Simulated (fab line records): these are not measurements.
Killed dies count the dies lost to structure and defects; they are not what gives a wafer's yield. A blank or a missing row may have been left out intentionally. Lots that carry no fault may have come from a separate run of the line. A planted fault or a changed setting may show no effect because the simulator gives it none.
Comparing a struck lot with a sound one | flow nand-harc | 15 out of 1302 route steps
Sound: the wafers L876.1, L876.3, L876.5. Struck: wafer L880.4. (L880.1, L880.3 of the same lot were not struck and are left out.) The cause comes at the end.
For every step that has rows: the tool of each side, followed by ch and its chambers, followed by its first start. Under that, the readings that differ: sound wafers | struck wafers | difference of the means | sigmas: that difference in standard deviations of wafers without a fault.
alike: readings whose means differ by less than 2 such deviations, and words and numbers that are the same on both sides. not compared: withheld readings, readings that some wafer has no value for, bounds like >300 that may hide the same value, and numbers for which the record gives no deviation and whose values overlap.
Wherever a step has rows on one side only, a row that says differs or no value, or a row with sigmas, the two part there. Numbers that don't overlap but have no deviation are shown without sigmas and don't part them. A reading that every wafer of one side lacks parts them only if that side has two wafers or more.

NHARC_A_ONON_D2_THK_MEAS_08: measures by ellipsometry.
  struck on film-metro-01, day 16 23:29; sound on film-metro-01, day 15 20:26
  reading     | sound          | struck | difference | sigmas
  thk-nm (nm) | 1001 1002 1001 | 981    | -20        | -2
then, no rows for these wafers at 1 step: NHARC_A_ONON_D2_DEP_09 (target thk 1000 nm).
NHARC_A_ONON_D2_THK_MEAS_11: measures by ellipsometry.
  struck on film-metro-01, day 17 00:03; sound on film-metro-02, day 15 21:00
  alike: thk-nm
then, no rows for these wafers at 1 step: NHARC_A_ONON_D2_DEP_12 (target thk 1000 nm).
NHARC_A_ONON_D2_THK_MEAS_14: measures by ellipsometry.
  struck on film-metro-01, day 17 00:37; sound on film-metro-01, day 15 21:34
  alike: thk-nm
then, 2 steps without rows for these wafers: NHARC_A_ONON_D2_ANNEAL_15 (time 3600 s); NHARC_A_ONON_D2_DEP_16 (target thk 1000 nm).
NHARC_A_ONON_D2_THK_MEAS_18: measures by ellipsometry.
  struck on film-metro-01, day 17 08:00; sound on film-metro-02, day 16 04:52
  alike: thk-nm
then, no rows for these wafers at 1 step: NHARC_A_ONON_D2_DEP_19 (target thk 1000 nm).
NHARC_A_ONON_D2_THK_MEAS_21: measures by ellipsometry.
  struck on film-metro-02, day 17 08:34; sound on film-metro-02, day 16 05:26
  reading     | sound       | struck | difference | sigmas
  thk-nm (nm) | 979 978 980 | 1001   | +22        | +2
then, no rows for these wafers at 1 step: NHARC_A_ONON_D2_DEP_22 (target thk 1000 nm).
NHARC_A_ONON_D2_THK_MEAS_24: measures by ellipsometry.
  struck on film-metro-02, day 17 09:08; sound on film-metro-01, day 16 06:00
  reading     | sound       | struck | difference | sigmas
  thk-nm (nm) | 985 985 985 | 1004   | +19        | +2
NHARC_A_ONON_D2_DEP_25: target thk 1000 nm.
  sound on pecvd-onon-01 ch 0, day 16 06:03; struck on pecvd-onon-01 ch 0, day 17 09:12
NHARC_A_ONON_D2_THK_MEAS_27: measures by ellipsometry.
  struck on film-metro-02, day 17 09:43; sound on film-metro-01, day 16 06:34
  reading     | sound       | struck | difference | sigmas
  thk-nm (nm) | 993 990 992 | 663    | -329       | -37
then, no rows for these wafers at 1 step: NHARC_A_ONON_D2_DEP_28 (target thk 1000 nm).

== WHERE THEY PART ==
First at NHARC_A_ONON_D2_THK_MEAS_08; last, within this record, at NHARC_A_ONON_D2_THK_MEAS_27.

WHY: whatever the simulator had introduced
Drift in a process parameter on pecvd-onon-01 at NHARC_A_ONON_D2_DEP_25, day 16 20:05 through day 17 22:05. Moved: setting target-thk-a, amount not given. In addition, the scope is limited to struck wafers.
